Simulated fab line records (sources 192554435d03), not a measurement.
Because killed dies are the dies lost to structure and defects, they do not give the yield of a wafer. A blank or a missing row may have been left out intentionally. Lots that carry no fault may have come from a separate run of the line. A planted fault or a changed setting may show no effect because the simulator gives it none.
Matching of chambers | flow n5Finfet | N5_BEOL_M8_CURE_75 on uvCure-01: 3 sister chambers
The step cures SiCOH lowk, time 120 s. 3 wafers are shown with their chamber, then 10 later ones without.

## WAFERS PAIRED WITH THEIR CHAMBERS
wafer  | chamber | wafer_temp_C_max
L075.6 | 1       | 373.1
L078.5 | 0       | 372.1
L091.3 | 2       | 371.5

## WAFERS WHOSE CHAMBER IS MISSING
wafer  | wafer_temp_C_max
L091.5 | 371.1
L095.2 | 371.5
L095.3 | 371.2
L095.4 | 371.4
L096.2 | 371.1
L096.3 | 371.6
L096.6 | 371.3
L097.2 | 371.4
L097.4 | 371.8
L097.6 | 371.5

## WHICH CHAMBER EACH WENT THROUGH
wafer  | from the rows above     | in truth
L091.5 | 2                       | 2
L095.2 | 2                       | 2
L095.3 | 2                       | 2
L095.4 | 2                       | 2
L096.2 | 2                       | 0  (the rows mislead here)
L096.3 | can't be placed: 2 or 0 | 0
L096.6 | 2                       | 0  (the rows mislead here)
L097.2 | 2                       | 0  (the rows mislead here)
L097.4 | can't be placed: 0 or 2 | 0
L097.6 | 2                       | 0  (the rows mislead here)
Correctly placed: 4 of 10. From these rows, 2 cannot be placed; in 2 the true chamber is one of the candidates. 4 placed wrongly.
How it was worked out, from the rows above alone: a wafer's distance from a chamber is the root of the sum, over the readings, of the square of ((its reading less the chamber's mean) divided by the reading's scatter). The wafer belongs to the nearest chamber; if the next one is less than 2 further off, it can't be placed. A chamber's mean is the mean of its shown wafers. The scatter (one wafer shown for each chamber): square how far every hidden wafer sits from the nearest shown wafer, average those squares and take the square root.
